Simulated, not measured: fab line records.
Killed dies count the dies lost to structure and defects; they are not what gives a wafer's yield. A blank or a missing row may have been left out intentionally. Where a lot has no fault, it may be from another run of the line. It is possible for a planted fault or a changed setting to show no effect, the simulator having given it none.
Code-filled problem report in 8D (eight disciplines) form | flow nand-harc | the parts of the form that need people (team, actions taken, sign-off) are left out

== 1. PROBLEM STATEMENT ==
killed-at-array at NHARC_END_SORT_01 reads a mean of 599 on 3 wafers of 3 lots; wafers without a fault read 28 with a standard deviation of 11. That is +52 standard deviations from the usual mean.
First seen on wafer L769.4, day 23 22:49, on prober-01. Wafers with a number at this step in the record: 6, from 3 lots. The rule behind "out" and "out of limits": a value lying over 4 standard deviations away from the usual mean. The other wafers with a number count as sound.

== 2. WHAT IT IS; WHAT IT IS NOT ==
question                    | is                           | is not
which readings at this step | killed-at-array, killed-dies | killed-at-other, killed-at-periphery, killed-open, killed-short
which lots                  | L769, L771, L774             | -
which wafers of those lots  | L769.4, L771.5, L774.4       | L769.1, L771.1, L774.1
read on which gauges        | prober-01, prober-02         | -
when                        | from day 23 22:49            | up to then (1 sound wafer); but 2 sound wafers of L771, L774 came after

== 3. SUSPECTS, AND WHAT RULES EACH OUT ==
Counting: any tool at a process step up to the reading remains a suspect provided it ran every lot that is out. Sound lots after the first of them don't rule it out here, since some wafers of a struck lot are sound.
- the gauge at NHARC_END_SORT_01: ruled out. The wafers that are out were read on 2 gauges (prober-01, prober-02).
- rie-diel-11 at NHARC_A_STAIRCASE_ETCH_188 (etches the open film in C4F8/O2, target depth 100 nm, time 40.5 s): kept. It ran every lot that is out, first L771 (day 15 01:44). On those wafers its own readings are out: run-length-s.
- rie-diel-11 at NHARC_A_STAIRCASE_ETCH_190 (etches the open film in C4F8/O2, target depth 100 nm, time 40.5 s): kept. It ran every lot that is out, first L769 (day 23 20:25). NHARC_A_STAIRCASE_ETCH_190: start missing for some lots; hours and lot order therefore follow NHARC_END_SORT_01.
Remaining after the count are rie-diel-11 at NHARC_A_STAIRCASE_ETCH_188 and rie-diel-11 at NHARC_A_STAIRCASE_ETCH_190.

== 4. THE CAUSE (what the simulator had put in) ==
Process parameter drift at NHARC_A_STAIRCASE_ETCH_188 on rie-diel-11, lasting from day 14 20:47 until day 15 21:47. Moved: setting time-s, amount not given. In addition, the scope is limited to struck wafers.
Counting left 2 suspects, and this tool is among them.

== 5. SEQUENCE OF EFFECTS, ordered by route ==
Each row: a reading whose mean over the struck wafers that have a number lies more than 3 standard deviations from the usual. Only readings for which the record gives a usual standard deviation are gone through. hours: the time from each lot's start at the first step in this table that gives one to its start at this step, as a median over the lots. sigmas: the change in usual standard deviations.
hours | step                       | reading         | usual  | on struck wafers | change | sigmas
0     | NHARC_A_STAIRCASE_ETCH_188 | run-length-s    | 61.9 s | 51.0             | -10.9  | -33
216   | NHARC_END_SORT_01          | killed-at-array | 28     | 599              | +571   | +52
216   | NHARC_END_SORT_01          | killed-dies     | 32     | 602              | +570   | +48
The process steps in it:
- NHARC_A_STAIRCASE_ETCH_188: etches the open film in C4F8/O2, target depth 100 nm, time 40.5 s.

== 6. HOW IT WOULD HAVE BEEN CAUGHT EARLIER ==
In this record the first reading out of limits at a measuring or inspecting step was taken at day 23 22:49, 218 hours after the fault began at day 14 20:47.
At NHARC_A_STAIRCASE_ETCH_188, the tool's own readings (run-length-s) were out on each struck wafer the step has a row for, so an alarm limit on them would have fired on the first such wafer.
All the lots that are out (3) had begun NHARC_A_STAIRCASE_ETCH_188 on rie-diel-11 by day 23 22:49. Holding the tool at that point would not have protected any of them.
